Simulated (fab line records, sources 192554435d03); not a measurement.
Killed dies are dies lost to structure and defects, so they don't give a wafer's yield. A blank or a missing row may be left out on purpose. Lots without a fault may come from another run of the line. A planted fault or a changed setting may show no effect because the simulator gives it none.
Chamber matching | flow n5_finfet | N5_BEOL_M5_STRIP_36 on rie_diel-01: 3 sister chambers
The step strips in N2/H2. 6 wafers are shown with their chamber, then 7 later ones without.

WAFERS WITH THEIR CHAMBER
wafer  | chamber | drypump_motor_current_A (A) | throttle_valve_pct (%)
L079.5 | 2       | 5.2                         | 23.78
L083.1 | 3       | 6.0                         | 23.24
L084.3 | 3       | 6.0                         | 23.23
L084.6 | 1       | 6.4                         | 23.63
L085.1 | 2       | 5.2                         | 23.75
L085.2 | 1       | 6.3                         | 23.67

WAFERS WITHOUT THEIR CHAMBER
wafer  | drypump_motor_current_A (A) | throttle_valve_pct (%)
L085.3 | 6.0                         | 23.25
L088.1 | 6.0                         | 23.24
L088.5 | 6.3                         | 23.63
L087.4 | 6.0                         | 23.23
L087.5 | 6.0                         | 23.23
L091.2 | 6.3                         | 23.63
L091.3 | 5.1                         | 23.79

WHICH CHAMBER EACH WENT THROUGH
wafer  | from the rows above | in truth
L085.3 | 3                   | 3
L088.1 | 3                   | 3
L088.5 | 1                   | 1
L087.4 | 3                   | 3
L087.5 | 3                   | 3
L091.2 | 1                   | 1
L091.3 | 2                   | 2
Placed correctly: 7 of 7. Can't be placed from these rows: 0. Placed wrongly: 0.
How it was worked out, from the rows above alone: a wafer's distance from a chamber is the root of the sum, over the readings, of the square of ((its reading less the chamber's mean) divided by the reading's scatter). The wafer belongs to the nearest chamber; if the next one is less than 2 further off, it can't be placed. A chamber's mean is the mean of its shown wafers. The scatter: the root of (the sum of the squares of (reading less its chamber's mean) over the shown wafers, divided by (wafers less chambers)).
